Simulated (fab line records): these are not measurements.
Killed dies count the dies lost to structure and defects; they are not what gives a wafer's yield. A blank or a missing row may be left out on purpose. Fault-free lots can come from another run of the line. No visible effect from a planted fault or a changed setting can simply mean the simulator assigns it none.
fab line records    flow nandHarc
[record] lots = 24  wafers = 72  lastDay = 34
route steps=1302 shown P_BONDPAD@376 A_ONON_D1@427 A_CHANNEL_HOLE_D1@471 A_CHANNEL_FILL_D1@492
lots untouched by any fault: they come from a run of this same line in which no faults occurred
startH: hours from the record's first day to the start of the lot's first wafer shown    waitH: hours from the lot's prior step to this one    " identical to the entry in the row above    L1.1+2: a single row standing in for several wafers    - no value, or no start given    * or withheld: withheld    < > ~ a bound
route shown NAME@n: a module of which the file shows steps, and the number in the route of the first    usual: the fault-free wafers' mean and standard deviation    same: alike in all rows    chamber/n: place in a boat    sites: the reading at each site    _std_site: their standard deviation    _edge_site: inner sites' mean taken away from outer sites' mean    radiusMm: how far each site lies from the wafer's centre    mask NAME#n: copy n    behind: tool/chamber where the wafer was last shaped    hold: cause of the lot's hold/its duration in hours/its outcome    device: the transistor (n, p or np) that didn't switch    end of line: the tests these same wafers got at the end of their route    a step given without rows: its recipe and nothing more    killed: not the wafer's yield, but the dies lost to structure and defects at the first sort    map: a wafer's dies, x killed, . not, _ none there
set.NAME: setting as actually run; set.NAME@STEP: the setting as run at that earlier step    model.NAME: the simulator's own value behind a step, which no gauge read
a sample of lots followed through the steps of the route, with each step as a table and each wafer as a row
services: from which hour (startH, from the record's first day; less than 0 if before it) a tool's chamber was out of use, for how many hours, and why
[[steps]]
[step NHARC_P_BONDPAD_PVD_17]
[recipe] targetThkA = 50  biasV = 168.6  powerW = 15000  chamberPressurePa = 0.12  timeS = 8.06  substrateTempC = 50  material = TaN
[usual] throttleValvePct = 29.7/1.2
lot.wafer  tool           chamber  startH  waitH  throttleValvePct
L074.2     pvdSputter-03  -        -       -      29.7
L074.4     "              -        "       "      29.9
L074.6     "              -        "       "      32.7
L075.2     pvdSputter-01  -        -       -      28.5
L075.4     "              -        "       "      30.1
L075.6     "              -        "       "      30.2
L076.3     pvdSputter-02  -        -       -      28.4
L076.4     "              -        "       "      31.7
L076.1     "              -        "       "      30.8
L077.4     pvdSputter-03  -        -       -      29.7
L077.2     "              -        "       "      32.6
L077.1     "              -        "       "      30.2
L078.1     pvdSputter-01  -        -       -      29.8
L078.4     "              -        "       "      28.6
L078.6     "              -        "       "      30.3
L079.2     pvdSputter-03  -        -       -      29.2
L079.1     "              -        "       "      30.4
L079.6     "              -        "       "      29.1
L080.4     pvdSputter-03  -        -       -      29.1
L080.1     "              -        "       "      29.4
L080.6     "              -        "       "      29.3
L081.2     pvdSputter-03  -        -       -      30.4
L081.4     "              -        "       "      32.0
L081.6     "              -        "       "      29.3
L082.1     pvdSputter-01  -        -       -      27.8
L082.4     "              -        "       "      28.7
L082.5     "              -        "       "      28.7
L083.2     pvdSputter-01  -        -       -      28.6
L083.1     "              -        "       "      28.6
L083.5     "              -        "       "      28.1
L084.1     pvdSputter-03  -        -       -      28.9
L084.2     "              -        "       "      30.5
L084.6     "              -        "       "      29.3
L085.1     pvdSputter-03  -        -       -      29.1
L085.2     "              -        "       "      30.4
L085.5     "              -        "       "      31.9
L086.4     pvdSputter-02  -        -       -      30.2
L086.1     "              -        "       "      30.7
L086.5     "              -        "       "      28.0
L087.1     pvdSputter-01  -        -       -      29.8
L087.2     "              -        "       "      28.4
L087.6     "              -        "       "      29.9
L088.4     pvdSputter-01  -        -       -      28.0
L088.2     "              -        "       "      29.6
L088.6     "              -        "       "      28.1
L089.3     pvdSputter-03  -        -       -      29.5
L089.1     "              -        "       "      30.7
L089.6     "              -        "       "      29.2
L090.3     pvdSputter-01  -        -       -      29.8
L090.1     "              -        "       "      30.0
L090.6     "              -        "       "      28.6
L091.1     pvdSputter-03  -        -       -      31.8
L091.4     "              -        "       "      29.2
L091.6     "              -        "       "      29.2
L092.3     pvdSputter-03  -        -       -      31.9
L092.4     "              -        "       "      29.4
L092.6     "              -        "       "      30.8
L093.1     pvdSputter-02  -        -       -      31.4
L093.3     "              -        "       "      31.1
L093.4     "              -        "       "      27.9
L094.3     pvdSputter-01  -        -       -      28.3
L094.6     "              -        "       "      28.6
L094.5     "              -        "       "      29.4
L095.2     pvdSputter-01  -        -       -      28.0
L095.1     "              -        "       "      29.6
L095.3     "              -        "       "      28.5
L096.4     pvdSputter-01  -        -       -      30.1
L096.2     "              -        "       "      28.1
L096.6     "              -        "       "      30.1
L097.4     pvdSputter-03  -        -       -      29.5
L097.5     "              -        "       "      32.6
L097.6     "              -        "       "      29.5
[step NHARC_A_ONON_D1_THK_MEAS_05]
[recipe] thkMeasGauge = ellipsometry
[usual] thkNm = 1003/12
lot.wafer  tool          chamber  startH  waitH  thkNm
L075.2     filmMetro-02  -        166.42  -      1006
L075.4     "             -        "       "      1005
L075.6     "             -        "       "      1005
L074.2     filmMetro-01  -        166.42  -      1014
L074.4     "             -        "       "      1017
L074.6     "             -        "       "      1017
L076.1     filmMetro-01  -        180.46  -      994
L076.3     "             -        "       "      991
L076.4     "             -        "       "      992
L077.1     filmMetro-02  -        192.17  -      1012
L077.2     "             -        "       "      1011
L077.4     "             -        "       "      1012
L078.1     filmMetro-02  -        204.10  -      995
L078.4     "             -        "       "      995
L078.6     "             -        "       "      996
L079.1     filmMetro-01  -        212.07  -      1009
L079.2     "             -        "       "      1009
L079.6     "             -        "       "      1010
L080.1     filmMetro-01  -        227.96  -      1019
L080.4     "             -        "       "      1016
L080.6     "             -        "       "      1018
L081.2     filmMetro-01  -        234.74  -      1018
L081.4     "             -        "       "      1015
L081.6     "             -        "       "      1018
L082.1     filmMetro-01  -        246.42  -      1025
L082.4     "             -        "       "      1026
L082.5     "             -        "       "      1027
L084.1     filmMetro-02  -        268.50  -      989
L084.2     "             -        "       "      989
L084.6     "             -        "       "      986
L083.1     filmMetro-01  -        268.52  -      1005
L083.2     "             -        "       "      1005
L083.5     "             -        "       "      1006
L085.1     filmMetro-01  -        277.54  -      989
L085.2     "             -        "       "      990
L085.5     "             -        "       "      989
L086.1     filmMetro-02  -        287.14  -      1006
L086.4     "             -        "       "      1006
L086.5     "             -        "       "      1008
L087.1     filmMetro-01  -        294.65  -      1003
L087.2     "             -        "       "      1001
L087.6     "             -        "       "      1001
L088.2     filmMetro-01  -        308.55  -      1001
L088.4     "             -        "       "      1001
L088.6     "             -        "       "      1001
L089.1     filmMetro-01  -        319.45  -      996
L089.3     "             -        "       "      996
L089.6     "             -        "       "      997
L090.1     filmMetro-02  -        329.62  -      993
L090.3     "             -        "       "      991
L090.6     "             -        "       "      991
L091.1     filmMetro-01  -        333.18  -      1016
L091.4     "             -        "       "      1015
L091.6     "             -        "       "      1014
L092.3     filmMetro-02  -        350.27  -      997
L092.4     "             -        "       "      995
L092.6     "             -        "       "      996
L093.1     filmMetro-02  -        358.17  -      992
L093.3     "             -        "       "      991
L093.4     "             -        "       "      991
L094.3     filmMetro-02  -        364.89  -      983
L094.5     "             -        "       "      983
L094.6     "             -        "       "      982
L095.1     filmMetro-01  -        374.52  -      1026
L095.2     "             -        "       "      1026
L095.3     "             -        "       "      1028
L096.2     filmMetro-01  -        384.12  -      1009
L096.4     "             -        "       "      1010
L096.6     "             -        "       "      1010
L097.4     filmMetro-01  -        393.60  -      988
L097.5     "             -        "       "      988
L097.6     "             -        "       "      991
[step NHARC_A_ONON_D1_DEP_33]
[recipe] targetThkA = 2000  tempC = 400  pressureTorr = 6.5  rfW = 900  teosFlowSccm = 161.4  flowSccm = 2650  targetThkNm = 200  gas = O2  material = SiO2
[usual] heaterPowerW = 545/76  rfFwdPowerW = 898/3  throttleValvePct = 15.9/0.57
lot.wafer  tool      chamber  startH  waitH  heaterPowerW  rfFwdPowerW  throttleValvePct
L074.2     pecvd-04  2        178.26  0.1    629           898          16.5
L074.4     "         2        "       "      656           901          16.4
L074.6     "         0        "       "      428           894          16.0
L075.2     pecvd-01  1        178.34  0.1    571           899          14.9
L075.4     "         2        "       "      463           899          16.0
L075.6     "         0        "       "      694           898          16.2
L076.1     pecvd-02  2        192.59  0.1    442           898          16.0
L076.3     "         0        "       "      462           897          15.3
L076.4     "         2        "       "      437           898          15.8
L077.2     pecvd-02  2        204.44  0.1    471           896          16.0
L077.1     "         1        "       "      525           893          16.0
L077.4     "         2        "       "      475           899          16.0
L078.1     pecvd-01  2        215.75  0.1    448           899          16.4
L078.6     "         0        "       "      598           895          16.4
L078.4     "         1        "       "      579           894          14.9
L079.2     pecvd-02  2        223.93  0.1    493           897          16.1
L079.1     "         0        "       "      605           900          15.2
L079.6     "         2        "       "      496           896          16.1
L080.1     pecvd-04  0        240.42  0.1    577           898          16.4
L080.6     "         2        "       "      616           900          16.6
L080.4     "         0        "       "      440           899          16.5
L081.2     pecvd-02  1        248.24  0.1    581           899          15.9
L081.4     "         0        "       "      473           897          15.4
L081.6     "         1        "       "      565           900          15.5
L082.1     pecvd-04  0        258.58  0.1    503           898          15.9
L082.5     "         2        "       "      689           904          16.6
L082.4     "         0        "       "      513           899          16.3
L084.1     pecvd-02  0        280.33  0.1    495           899          15.2
L084.2     "         2        "       "      479           901          15.8
L084.6     "         2        "       "      485           905          15.9
L083.1     pecvd-01  1        280.64  0.4    501           901          14.9
L083.2     "         2        "       "      442           901          16.1
L083.5     "         2        "       "      446           898          15.9
L085.1     pecvd-01  1        289.35  0.1    581           903          15.1
L085.2     "         2        "       "      499           898          16.1
L085.5     "         2        "       "      517           893          15.7
L086.1     pecvd-02  0        301.48  0.1    632           898          15.3
L086.5     "         0        "       "      468           897          15.3
L086.4     "         2        "       "      497           903          16.0
L087.2     pecvd-01  0        306.55  0.1    681           897          16.5
L087.1     "         1        "       "      574           897          15.0
L087.6     "         1        "       "      578           896          15.1
L088.2     pecvd-04  0        322.54  0.1    539           896          16.2
L088.4     "         1        "       "      590           896          16.2
L088.6     "         0        "       "      551           893          15.9
L089.3     pecvd-02  2        331.27  0.1    395           894          15.9
L089.1     "         0        "       "      530           899          15.4
L089.6     "         2        "       "      411           893          16.1
L090.1     pecvd-04  2        341.28  0.1    649           896          16.8
L090.3     "         0        "       "      498           898          16.2
L090.6     "         0        "       "      511           902          16.1
L091.1     pecvd-01  0        347.88  0.1    686           898          15.8
L091.4     "         0        "       "      679           893          15.7
L091.6     "         1        "       "      552           892          14.9
L092.3     pecvd-04  0        362.76  0.1    469           901          16.3
L092.6     "         0        "       "      466           898          16.2
L092.4     "         2        "       "      504           898          16.8
L093.3     pecvd-01  2        371.41  0.1    494           896          16.0
L093.1     "         1        "       "      524           904          14.7
L093.4     "         1        "       "      530           898          15.0
L094.3     pecvd-01  0        376.70  0.1    588           901          15.6
L094.6     "         0        "       "      612           904          16.1
L094.5     "         1        "       "      516           900          14.9
L095.2     pecvd-01  1        388.13  0.1    465           903          14.8
L095.1     "         2        "       "      468           895          16.1
L095.3     "         0        "       "      597           897          15.5
L096.2     pecvd-01  0        396.00  0.1    679           899          15.9
L096.6     "         2        "       "      510           898          16.3
L096.4     "         1        "       "      529           898          14.8
L097.6     pecvd-02  1        405.96  0.2    612           896          16.3
L097.5     "         2        "       "      491           901          16.0
L097.4     "         0        "       "      473           898          15.4
[step NHARC_A_CHANNEL_HOLE_D1_ETCH_19]
[recipe] biasV = 1200  sourceW = 2500  pressureMtorr = 15  timeS = 34.5  arFlowSccm = 375  c4f8FlowSccm = 28.8  o2FlowSccm = 96.2  tempC = -20  targetDepthA = *  chemistry = C4F8/O2/Ar
[usual] drypumpMotorCurrentA = 5.61/0.21  rfFwdPowerW = 2457/12  showerheadPlenumPTorr = 3.61/0.12  throttleValvePct = 37.039/0.0093
lot.wafer  tool        chamber  startH  waitH  drypumpMotorCurrentA  rfFwdPowerW  rfHoursCounterH  showerheadPlenumPTorr  throttleValvePct
L075.2     harEtch-01  0        183.32  0.1    5.68                  2455         84               3.74                   37.050
L075.4     "           1        "       "      5.90                  2470         -                3.73                   37.040
L075.6     "           1        "       "      5.91                  2462         -                3.73                   37.033
L074.2     harEtch-02  1        183.78  0.1    5.30                  2445         295              3.58                   37.033
L074.4     "           0        "       "      5.59                  2474         -                3.48                   37.031
L074.6     "           0        "       "      5.56                  2468         -                3.48                   37.042
L076.1     harEtch-02  1        202.93  0.1    5.31                  2423         306              3.57                   37.032
L076.3     "           0        "       "      5.57                  2471         -                3.48                   37.042
L076.4     "           1        "       "      5.28                  2431         -                3.57                   37.036
L077.1     harEtch-02  0        210.39  0.1    5.59                  2476         310              3.48                   37.025
L077.2     "           1        "       "      5.30                  2437         310              3.57                   37.024
L077.4     "           0        "       "      5.57                  2476         -                3.48                   37.038
L078.1     harEtch-02  0        225.02  3.6    5.56                  2472         318              3.47                   37.061
L078.4     "           1        "       "      5.30                  2440         -                3.56                   37.039
L078.6     "           1        "       "      5.30                  2443         -                3.56                   37.059
L079.2     harEtch-01  1        228.69  0.1    5.90                  2461         110              3.71                   37.057
L079.1     "           0        "       "      5.65                  2450         110              3.72                   37.043
L079.6     "           1        "       "      5.91                  2469         -                3.71                   37.052
L080.1     harEtch-01  1        245.77  0.3    5.89                  2453         122              3.71                   37.052
L080.4     "           0        "       "      5.67                  2469         -                3.72                   37.024
L080.6     "           1        "       "      5.89                  2460         -                3.71                   37.036
L081.2     harEtch-02  0        253.56  0.1    5.60                  2481         333              3.46                   37.042
L081.4     "           1        "       "      5.29                  2433         -                3.56                   37.040
L081.6     "           0        "       "      5.58                  2465         -                3.46                   37.018
L082.1     harEtch-02  0        267.85  0.1    5.57                  2448         344              3.46                   37.052
L082.4     "           0        "       "      5.59                  2452         -                3.46                   37.053
L082.5     "           0        "       "      5.58                  2458         -                3.46                   37.041
L084.2     harEtch-02  0        285.01  0.1    5.58                  2475         352              3.45                   37.046
L084.1     "           1        "       "      5.30                  2434         337              3.55                   37.026
L084.6     "           0        "       "      5.57                  2461         -                3.45                   37.044
L083.1     harEtch-02  0        289.17  3.1    5.60                  2463         356              3.45                   37.038
L083.2     "           1        "       "      5.32                  2444         341              3.55                   37.035
L083.5     "           0        "       "      5.58                  2461         -                3.45                   37.039
L085.2     harEtch-02  1        295.18  0.1    5.29                  2446         344              3.55                   37.043
L085.1     "           0        "       "      5.59                  2464         360              3.45                   37.043
L085.5     "           1        "       "      5.28                  2443         -                3.55                   37.045
L086.1     harEtch-01  1        307.29  1.3    5.89                  2464         156              3.69                   37.049
L086.4     "           0        "       "      5.66                  2463         -                3.70                   37.030
L086.5     "           0        "       "      5.68                  2463         -                3.70                   37.049
L087.2     harEtch-02  0        311.36  0.1    5.58                  2476         372              3.44                   37.045
L087.1     "           1        "       "      5.29                  2448         356              3.54                   37.032
L087.6     "           1        "       "      5.30                  2434         -                3.54                   37.036
L088.2     harEtch-01  1        327.06  0.3    5.91                  2448         167              3.68                   37.046
L088.4     "           0        "       "      5.65                  2463         -                3.69                   37.047
L088.6     "           0        "       "      5.67                  2454         -                3.69                   37.039
L089.1     harEtch-01  0        336.17  0.1    5.66                  2458         171              3.69                   37.046
L089.3     "           1        "       "      5.88                  2457         -                3.68                   37.040
L089.6     "           1        "       "      5.89                  2467         -                3.68                   37.025
L090.1     harEtch-02  1        349.24  2.1    5.28                  2445         379              3.53                   37.032
L090.3     "           0        "       "      5.58                  2454         -                3.43                   37.034
L090.6     "           0        "       "      5.60                  2452         -                3.43                   37.027
L091.1     harEtch-01  1        352.45  0.1    5.89                  2456         183              3.67                   37.057
L091.4     "           1        "       "      5.90                  2456         -                3.67                   37.044
L091.6     "           0        "       "      5.68                  2469         -                3.68                   37.043
L092.4     harEtch-01  1        371.82  2.1    5.90                  2453         -                3.67                   37.040
L092.3     "           0        "       "      5.67                  2457         -                3.68                   37.039
L092.6     "           1        "       "      5.91                  2458         -                3.67                   37.026
L093.1     harEtch-01  0        376.24  0.1    5.62                  2463         194              3.67                   37.039
L093.4     "           0        "       "      5.63                  2471         -                3.68                   37.039
L093.3     "           1        "       "      5.91                  2465         -                3.66                   37.035
L094.3     harEtch-01  1        383.35  0.1    5.90                  2453         -                3.66                   37.054
L094.5     "           0        "       "      5.66                  2458         -                3.67                   37.052
L094.6     "           1        "       "      5.89                  2462         -                3.66                   37.050
L095.1     harEtch-02  0        401.71  7.3    5.56                  2463         7                3.98                   37.032
L095.2     "           1        "       "      5.29                  2444         7                3.98                   37.039
L095.3     "           1        "       "      5.28                  2445         -                3.98                   37.015
L096.2     harEtch-01  1        409.69  9.2    5.90                  2451         206              3.66                   37.041
L096.4     "           1        "       "      5.88                  2450         -                3.66                   37.046
L096.6     "           0        "       "      5.65                  2478         -                3.67                   37.046
L097.4     harEtch-01  0        418.05  6.4    5.65                  2460         -                3.66                   37.035
L097.6     "           0        "       "      5.65                  2453         -                3.66                   37.033
L097.5     "           1        "       "      5.89                  2457         -                3.65                   37.036
[step NHARC_A_CHANNEL_HOLE_D1_ETCH_23]
[recipe] biasV = 5000  sourceW = withheld  pressureMtorr = 20  timeS = 819  arFlowSccm = 375  c4f8FlowSccm = 89.3  o2FlowSccm = 35.7  tempC = -20  targetDepthA = 16000  chemistry = C4F8/O2/Ar
[usual] drypumpMotorCurrentA = 5.62/0.21  showerheadPlenumPTorr = 3.58/0.12  throttleValvePct = 32.154/0.0092
lot.wafer  tool        chamber  startH  waitH  drypumpMotorCurrentA  rfHoursCounterH  showerheadPlenumPTorr  throttleValvePct
L075.2     harEtch-01  0        184.75  0.5    5.68                  85               3.69                   32.174
L075.4     "           1        "       "      5.87                  -                3.68                   32.143
L075.6     "           1        "       "      5.89                  -                3.68                   32.153
L074.2     harEtch-02  1        185.21  0.5    5.26                  296              3.54                   32.144
L074.4     "           0        "       "      5.57                  -                3.45                   32.162
L074.6     "           0        "       "      5.59                  -                3.45                   32.160
L076.1     harEtch-02  1        204.46  0.5    5.33                  308              3.53                   32.146
L076.3     "           0        "       "      5.57                  -                3.45                   32.141
L076.4     "           1        "       "      5.30                  -                3.53                   32.151
L077.1     harEtch-02  0        211.82  0.5    5.56                  312              3.44                   32.156
L077.2     "           1        "       "      5.29                  312              3.53                   32.150
L077.4     "           0        "       "      5.57                  -                3.44                   32.142
L078.1     harEtch-02  0        226.46  0.5    5.60                  319              3.44                   32.162
L078.4     "           1        "       "      5.30                  -                3.53                   32.160
L078.6     "           1        "       "      5.28                  -                3.53                   32.160
L079.2     harEtch-01  1        230.13  0.5    5.88                  112              3.67                   32.162
L079.1     "           0        "       "      5.67                  112              3.68                   32.139
L079.6     "           1        "       "      5.90                  -                3.67                   32.161
L080.1     harEtch-01  1        247.21  0.5    5.91                  123              3.66                   32.145
L080.4     "           0        "       "      5.65                  -                3.67                   32.172
L080.6     "           1        "       "      5.93                  -                3.66                   32.147
L081.2     harEtch-02  0        254.99  0.5    5.58                  334              3.43                   32.155
L081.4     "           1        "       "      5.31                  -                3.52                   32.160
L081.6     "           0        "       "      5.57                  -                3.43                   32.157
L082.1     harEtch-02  0        270.74  1.0    5.57                  347              3.43                   32.156
L082.4     "           0        "       "      5.59                  -                3.42                   32.149
L082.5     "           0        "       "      5.58                  -                3.43                   32.129
L084.2     harEtch-02  0        286.45  0.5    5.57                  354              3.42                   32.151
L084.1     "           1        "       "      5.29                  338              3.52                   32.161
L084.6     "           0        "       "      5.58                  -                3.42                   32.156
L083.1     harEtch-02  0        290.60  0.5    5.57                  358              3.42                   32.137
L083.2     "           1        "       "      5.31                  342              3.52                   32.145
L083.5     "           0        "       "      5.57                  -                3.42                   32.160
L085.2     harEtch-02  1        296.61  0.5    5.30                  346              3.51                   32.162
L085.1     "           0        "       "      5.59                  362              3.42                   32.147
L085.5     "           1        "       "      5.31                  -                3.51                   32.151
L086.1     harEtch-01  1        308.73  0.5    5.89                  157              3.65                   32.156
L086.4     "           0        "       "      5.65                  -                3.65                   32.139
L086.5     "           0        "       "      5.66                  -                3.65                   32.164
L087.2     harEtch-02  0        312.81  0.5    5.57                  373              3.41                   32.133
L087.1     "           1        "       "      5.30                  358              3.51                   32.149
L087.6     "           1        "       "      5.30                  -                3.51                   32.161
L088.2     harEtch-01  1        328.48  0.5    5.92                  169              3.64                   32.161
L088.4     "           0        "       "      5.66                  -                3.65                   32.149
L088.6     "           0        "       "      5.66                  -                3.65                   32.155
L089.1     harEtch-01  0        337.69  0.5    5.65                  173              3.65                   32.149
L089.3     "           1        "       "      5.91                  -                3.64                   32.167
L089.6     "           1        "       "      5.90                  -                3.64                   32.166
L090.1     harEtch-02  1        350.77  0.5    5.30                  380              3.50                   32.142
L090.3     "           0        "       "      5.60                  -                3.40                   32.163
L090.6     "           0        "       "      5.60                  -                3.40                   32.155
L091.1     harEtch-01  1        353.98  0.5    5.90                  184              3.63                   32.141
L091.4     "           1        "       "      5.91                  -                3.63                   32.142
L091.6     "           0        "       "      5.66                  -                3.64                   32.150
L092.4     harEtch-01  1        373.45  0.5    5.88                  -                3.63                   32.158
L092.3     "           0        "       "      5.68                  -                3.64                   32.145
L092.6     "           1        "       "      5.88                  -                3.63                   32.169
L093.1     harEtch-01  0        377.67  0.5    5.66                  196              3.63                   32.160
L093.4     "           0        "       "      5.67                  -                3.63                   32.153
L093.3     "           1        "       "      5.91                  -                3.62                   32.159
L094.3     harEtch-01  1        385.09  0.5    5.88                  -                3.62                   32.152
L094.5     "           0        "       "      5.68                  -                3.63                   32.154
L094.6     "           1        "       "      5.89                  -                3.62                   32.164
L095.1     harEtch-02  0        403.14  0.5    5.60                  9                3.93                   32.156
L095.2     "           1        "       "      5.29                  9                3.93                   32.146
L095.3     "           1        "       "      5.28                  -                3.93                   32.161
L096.2     harEtch-01  1        411.13  0.5    5.90                  207              3.62                   32.145
L096.4     "           1        "       "      5.89                  -                3.62                   32.155
L096.6     "           0        "       "      5.66                  -                3.63                   32.150
L097.4     harEtch-01  0        419.69  0.5    5.65                  -                3.62                   32.150
L097.6     "           0        "       "      5.66                  -                3.62                   32.149
L097.5     "           1        "       "      5.91                  -                3.61                   32.154
[step NHARC_A_CHANNEL_FILL_D1_ALD_02]
[recipe] targetThkA = 60  pulseTimeS = 10  aldCycles = 60  tempC = 300  material = SiO2
[usual] heaterPowerW = 449/56  precursorPulseHeightRel = 1.003/0.021
[same] pulseTimeS = 10
lot.wafer  tool      chamber  startH  waitH  heaterPowerW  precursorPulseHeightRel
L075.4     aldHk-02  0        189.29  -      395           1.002
L075.2     "         2        "       "      439           1.032
L075.6     "         0        "       "      388           1.027
L074.4     aldHk-02  0        189.69  -      385           0.994
L074.2     "         2        "       "      436           1.003
L074.6     "         1        "       "      463           0.965
L076.4     aldHk-02  0        208.87  -      389           0.980
L076.1     "         1        "       "      462           1.026
L076.3     "         2        "       "      429           0.967
L077.4     aldHk-04  1        216.48  -      482           1.004
L077.2     "         2        "       "      403           0.980
L077.1     "         0        "       "      628           0.984
L078.4     aldHk-02  3        232.29  -      461           1.007
L078.1     "         1        "       "      459           0.988
L078.6     "         3        "       "      485           0.989
L079.1     aldHk-01  0        234.92  -      495           1.005
L079.2     "         2        "       "      424           1.013
L079.6     "         3        "       "      382           1.012
L080.4     aldHk-01  2        251.77  -      432           0.978
L080.1     "         3        "       "      388           1.034
L080.6     "         2        "       "      426           0.989
L081.2     aldHk-02  0        260.97  -      389           0.993
L081.4     "         3        "       "      469           0.996
L081.6     "         0        "       "      396           0.990
L082.1     aldHk-01  2        277.96  -      438           1.044
L082.4     "         3        "       "      389           0.988
L082.5     "         3        "       "      379           0.976
L084.2     aldHk-01  0        291.07  -      492           1.029
L084.1     "         1        "       "      449           1.011
L084.6     "         2        "       "      433           1.003
L083.1     aldHk-02  3        295.18  -      476           1.012
L083.2     "         1        "       "      465           0.970
L083.5     "         0        "       "      392           1.043
L085.1     aldHk-04  2        301.06  -      393           0.970
L085.2     "         1        "       "      477           1.005
L085.5     "         3        "       "      481           0.965
L086.1     aldHk-01  2        313.27  -      437           0.996
L086.4     "         0        "       "      494           0.993
L086.5     "         1        "       "      445           1.019
L087.1     aldHk-04  0        317.74  -      620           0.975
L087.2     "         2        "       "      392           1.029
L087.6     "         1        "       "      472           1.027
L088.2     aldHk-04  0        333.13  0.1    633           0.999
L088.4     "         2        "       "      395           0.988
L088.6     "         1        "       "      488           0.993
L089.1     aldHk-01  3        342.16  -      367           1.008
L089.3     "         0        "       "      502           1.030
L089.6     "         2        "       "      433           0.989
L090.1     aldHk-01  0        355.14  -      486           1.013
L090.3     "         1        "       "      439           0.998
L090.6     "         1        "       "      443           0.997
L091.1     aldHk-02  1        358.33  -      472           0.965
L091.4     "         2        "       "      406           1.011
L091.6     "         2        "       "      417           0.976
L092.3     aldHk-01  1        377.70  -      438           0.966
L092.4     "         2        "       "      436           1.020
L092.6     "         1        "       "      451           1.015
L093.4     aldHk-01  3        382.15  -      370           0.996
L093.1     "         0        "       "      493           0.983
L093.3     "         2        "       "      431           1.027
L094.3     aldHk-02  1        389.34  -      454           1.000
L094.5     "         1        "       "      463           0.976
L094.6     "         2        "       "      409           1.006
L095.2     aldHk-01  0        407.65  -      490           1.000
L095.1     "         2        "       "      454           1.031
L095.3     "         3        "       "      362           1.005
L096.2     aldHk-04  2        415.60  -      404           1.044
L096.4     "         1        "       "      481           0.987
L096.6     "         2        "       "      406           1.011
L097.4     aldHk-02  0        424.38  -      382           0.988
L097.5     "         1        "       "      442           1.019
L097.6     "         2        "       "      420           0.994
[[services]]
tool           chamber  startH  hours  kind
pvdSputter-03  -        118.72  5.7    repair
aldHk-01       -        119.38  10.0   pm
pecvd-02       -        128.19  1.1    repair
pecvd-01       -        130.00  13.0   pm
pvdSputter-03  -        130.04  2.8    repair
pvdSputter-03  -        145.11  1.6    repair
pecvd-04       0        149.73  5.7    repair
pvdSputter-03  -        170.01  10.0   pm
harEtch-02     -        197.48  1.2    repair
aldHk-02       -        222.21  10.0   pm
pecvd-02       -        227.27  13.0   pm
pecvd-04       -        242.76  3.0    repair
pvdSputter-01  -        247.91  10.0   pm
pvdSputter-03  -        260.60  0.8    repair
pvdSputter-01  -        264.85  1.9    repair
aldHk-01       -        297.38  10.0   pm
pecvd-01       -        311.00  13.0   pm
pvdSputter-01  -        317.25  7.8    repair
pecvd-01       2        347.48  6.3    repair
pvdSputter-03  -        348.05  10.0   pm
harEtch-02     -        377.00  17.0   pm
pecvd-02       -        397.47  0.5    repair
aldHk-02       -        400.21  10.0   pm
pecvd-02       -        408.27  13.0   pm
[[key]]
fault none
